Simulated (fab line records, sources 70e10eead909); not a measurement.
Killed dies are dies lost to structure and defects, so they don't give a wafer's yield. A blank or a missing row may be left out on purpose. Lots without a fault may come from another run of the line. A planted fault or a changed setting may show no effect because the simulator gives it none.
Which tool did it? | flow nand_harc | 24 lots, 72 wafers sampled, at 4 steps of a route of 1159

WHAT THE GAUGES READ, wafer by wafer
NHARC_A_CONTACT_OVL_MEAS_43. Usual: overlay_x_nm 0.1 nm, standard deviation 0.67; overlay_y_nm 0.0 nm, standard deviation 0.84.
lot  | measured     | on         | overlay_x_nm (nm) | overlay_y_nm (nm) | flag
L074 | day 15 21:00 | overlay-01 | -0.1 -0.2 0.2     | 0.3 0.0 -0.4      |
L076 | day 16 12:10 | overlay-01 | -0.4 0.1 0.0      | 0.2 -0.2 0.5      |
L077 | day 16 12:39 | overlay-01 | 1.0 1.6 1.8       | 0.8 1.3 0.6       |
L079 | day 16 20:41 | overlay-01 | 0.0 0.4 0.2       | 0.4 0.3 0.7       |
L075 | day 16 20:49 | overlay-01 | 0.7 -0.2 0.2      | -0.7 -0.4 0.0     |
L078 | day 17 01:58 | overlay-01 | 1.8 1.0 1.7       | 0.4 1.0 1.2       |
L080 | day 18 04:28 | overlay-01 | -0.7 0.0 0.3      | 1.0 1.1 1.1       |
L081 | day 18 06:39 | overlay-02 | 0.2 0.6 -0.2      | 0.1 -0.5 -0.2     |
L083 | day 18 14:55 | overlay-02 | -0.4 -0.3 -0.5    | -0.1 -0.3 -0.4    |
L082 | day 18 18:01 | overlay-02 | 0.5 0.6 0.1       | 0.1 0.0 0.0       |
L084 | day 18 19:25 | overlay-01 | -0.1 0.3 0.8      | 0.5 0.3 0.3       |
L085 | day 18 22:34 | overlay-01 | 0.1 0.3 0.1       | -0.5 -0.4 -1.4    |
L086 | day 19 13:43 | overlay-01 | -0.1 0.2 -0.2     | -1.3 -1.2 -0.9    |
L087 | day 19 16:22 | overlay-02 | -0.7 -0.9 -1.3    | 1.4 1.4 1.2       |
L092 | day 20 04:41 | overlay-02 | 0.7 1.0 1.5       | -0.8 -0.8 -1.0    |
L091 | day 20 05:10 | overlay-01 | 0.3 -0.3 0.4      | -0.8 -1.6 -1.2    |
L089 | day 20 12:32 | overlay-02 | 0.1 0.5 0.2       | -0.9 -0.7 -0.6    |
L088 | day 20 18:11 | overlay-01 | -0.3 0.0 -0.1     | -1.2 -0.9 -0.9    |
L093 | day 20 20:02 | overlay-01 | 0.1 0.0 0.3       | -0.4 0.1 -0.1     |
L090 | day 20 22:04 | overlay-01 | -0.5 -1.1 -1.2    | -0.3 -0.5 -0.5    |
L094 | day 21 11:26 | overlay-01 | 0.4 0.4 -0.3      | 2.5 1.9 2.2       |
L095 | day 21 13:53 | overlay-02 | 0.1 0.3 0.3       | 0.6 0.0 0.9       |
L096 | day 21 23:58 | overlay-02 | 0.3 -0.2 0.0      | 0.4 0.3 0.1       |
L097 | day 22 06:34 | overlay-02 | -0.1 -0.5 -0.6    | -0.4 0.0 -0.1     |

NHARC_A_CONTACT_CD_MEAS_53. Usual: cd_nm 189.7 nm, standard deviation 0.78.
lot  | measured     | on        | cd_nm (nm)        | flag
L074 | day 16 00:45 | cd_sem-01 | 189.4 189.4 189.4 |
L076 | day 16 16:09 | cd_sem-03 | 189.9 190.0 190.2 |
L077 | day 16 16:05 | cd_sem-01 | 189.7 189.9 190.0 |
L079 | day 17 00:52 | cd_sem-01 | 190.3 190.5 190.3 |
L075 | day 17 01:15 | cd_sem-03 | 190.6 190.5 190.7 |
L078 | day 17 05:34 | cd_sem-01 | 189.2 189.5 189.2 |
L080 | day 18 07:59 | cd_sem-01 | 188.5 188.8 189.1 |
L081 | day 18 10:01 | cd_sem-02 | 191.2 191.3 191.0 |
L083 | day 18 18:23 | cd_sem-03 | 191.1 190.9 191.2 |
L082 | day 18 21:26 | cd_sem-03 | 189.7 189.7 189.8 |
L084 | day 18 22:49 | cd_sem-02 | 189.5 189.5 189.9 |
L085 | day 19 02:07 | cd_sem-01 | 189.9 189.6 189.9 |
L086 | day 19 18:38 | cd_sem-02 | 189.7 189.7 189.8 |
L087 | day 19 19:50 | cd_sem-02 | 189.5 190.3 190.2 |
L092 | day 20 08:05 | cd_sem-02 | 187.7 188.7 188.5 |
L091 | day 20 09:17 | cd_sem-02 | 189.3 190.0 189.6 |
L089 | day 20 16:40 | cd_sem-03 | 188.5 189.0 188.9 |
L088 | day 20 21:56 | cd_sem-01 | 187.5 187.7 188.1 |
L093 | day 20 23:25 | cd_sem-03 | 189.9 189.9 189.4 |
L090 | day 21 01:31 | cd_sem-01 | 190.9 190.6 190.7 |
L094 | day 21 15:20 | cd_sem-03 | 189.2 189.4 189.2 |
L095 | day 21 17:30 | cd_sem-02 | 189.9 189.5 189.8 |
L096 | day 22 03:52 | cd_sem-03 | 189.9 189.4 189.1 |
L097 | day 22 10:42 | cd_sem-01 | 189.9 190.2 190.4 |

NHARC_A_CONTACT_OVL_MEAS_70. Usual: overlay_x_nm 0.1 nm, standard deviation 0.97; overlay_y_nm 0.1 nm, standard deviation 0.91.
lot  | measured     | on         | overlay_x_nm (nm) | overlay_y_nm (nm) | flag
L074 | day 16 07:07 | overlay-01 | 2.0 1.6 1.2       | 0.2 -0.4 0.0      |
L076 | day 16 22:23 | overlay-01 | -0.3 -0.5 -0.1    | -1.6 -1.0 -0.5    |
L077 | day 16 22:08 | overlay-01 | 1.4 1.0 1.4       | -0.5 -0.8 -0.6    |
L079 | day 17 04:26 | overlay-01 | -0.3 -0.9 -0.9    | 0.7 1.1 0.1       |
L075 | day 17 05:17 | overlay-01 | 1.1 0.6 0.8       | -1.5 -1.6 -1.7    |
L078 | day 17 09:10 | overlay-02 | 0.9 1.1 0.9       | 1.7 0.9 1.1       |
L080 | day 18 14:00 | overlay-02 | 0.6 1.1 0.7       | -0.3 0.2 -0.1     |
L081 | day 18 15:34 | overlay-01 | 0.0 -0.2 -0.4     | -0.1 -0.1 -0.4    |
L083 | day 18 22:08 | overlay-02 | 0.8 0.8 1.0       | 0.2 -0.5 -0.1     |
L082 | day 19 00:58 | overlay-02 | 0.3 0.5 0.8       | -1.5 -1.0 -1.1    |
L084 | day 19 04:38 | overlay-02 | 0.0 -0.6 0.1      | 0.0 -0.6 -0.1     |
L085 | day 19 06:26 | overlay-01 | -0.9 -1.5 -1.2    | 0.8 0.7 0.6       |
L086 | day 20 00:11 | overlay-01 | 0.2 0.4 0.0       | 0.8 -0.4 0.0      |
L087 | day 19 23:28 | overlay-02 | -0.5 -0.9 -0.9    | 0.8 0.8 0.9       |
L092 | day 20 11:46 | overlay-01 | -1.3 -1.6 -1.2    | 0.3 1.5 1.0       |
L091 | day 20 14:16 | overlay-02 | 0.0 -0.7 -0.3     | 0.4 0.0 0.1       |
L089 | day 20 20:16 | overlay-02 | -1.7 -2.6 -2.0    | 0.9 0.3 0.2       |
L088 | day 21 01:28 | overlay-01 | 0.3 0.2 0.0       | 1.1 0.2 1.2       |
L093 | day 21 03:34 | overlay-01 | 0.9 0.5 0.5       | -2.1 -1.9 -1.6    |
L090 | day 21 07:48 | overlay-02 | -1.3 -0.4 -0.4    | 1.1 1.8 1.7       |
L094 | day 21 18:44 | overlay-02 | 1.5 1.5 1.9       | -0.3 -0.2 -0.2    |
L095 | day 21 21:32 | overlay-02 | 1.4 1.2 0.8       | 0.8 0.5 1.0       |
L096 | day 22 07:33 | overlay-01 | 0.1 -0.2 -0.2     | 0.1 0.2 0.6       |
L097 | day 22 14:45 | overlay-01 | -0.3 0.9 0.3      | -0.2 0.1 0.1      |

WHICH TOOL RAN EACH LOT (tool, then ch and the chambers of the sampled wafers, then the start)
lot  | NHARC_A_CONTACT_ETCH_115
L074 | har_cap_etch-03 ch 0,1, day 15 23:07
L076 | har_cap_etch-01 ch 0,1, day 16 14:36
L077 | har_cap_etch-03 ch 0,1, day 16 14:32
L079 | har_cap_etch-01 ch 0,1, day 16 23:02
L075 | har_cap_etch-02 ch 0,1, day 16 23:41
L078 | har_cap_etch-03 ch 0,1, day 17 03:55
L080 | har_cap_etch-02 ch 0,1, day 18 06:28
L081 | har_cap_etch-01 ch 0,1, day 18 08:29
L083 | har_cap_etch-02 ch 0,1, day 18 16:50
L082 | har_cap_etch-03 ch 0,1, day 18 19:52
L084 | har_cap_etch-02 ch 0,1, day 18 21:14
L085 | har_cap_etch-02 ch 0,1, day 19 00:35
L086 | har_cap_etch-03 ch 0,1, day 19 16:36
L087 | har_cap_etch-02 ch 0,1, day 19 18:14
L092 | har_cap_etch-02 ch 0,1, day 20 06:31
L091 | har_cap_etch-01 ch 0,1, day 20 07:25
L089 | har_cap_etch-01 ch 0,1, day 20 14:40
L088 | har_cap_etch-03 ch 0,1, day 20 20:23
L093 | har_cap_etch-02 ch 0,1, day 20 21:52
L090 | har_cap_etch-02 ch 0,1, day 20 23:58
L094 | har_cap_etch-02 ch 0,1, day 21 13:19
L095 | har_cap_etch-01 ch 0,1, day 21 15:58
L096 | har_cap_etch-03 ch 0,1, day 22 01:59
L097 | har_cap_etch-03 ch 0,1, day 22 08:50
- NHARC_A_CONTACT_ETCH_115: etches the open film in C4F8/O2/Ar, time 94 s, target depth 922 nm.

WHAT THE TOOLS THEMSELVES READ (means of the sampled wafers that have a number; where no wafer has one, the mark that the record gives instead)
The record holds no such reading with a usual standard deviation.

THE ANSWER, worked out from the rows above alone
Rule: a lot is off if the mean of its wafers that have a number lies more than 3 standard deviations from the usual mean. A lot without any number at a reading at which 4 lots or more have one is off too. The other lots that the step has rows for count as sound. The gauges are gone through in route order, then the tools' own readings, and for those a lot's mean is taken as printed above. The first step at which some lot is off is used, and at that step the reading that is off furthest; a lot without a number counts as furthest.
No lot is off at any reading shown: from this, nothing can be told.

WHAT THE SIMULATOR HAD PUT IN
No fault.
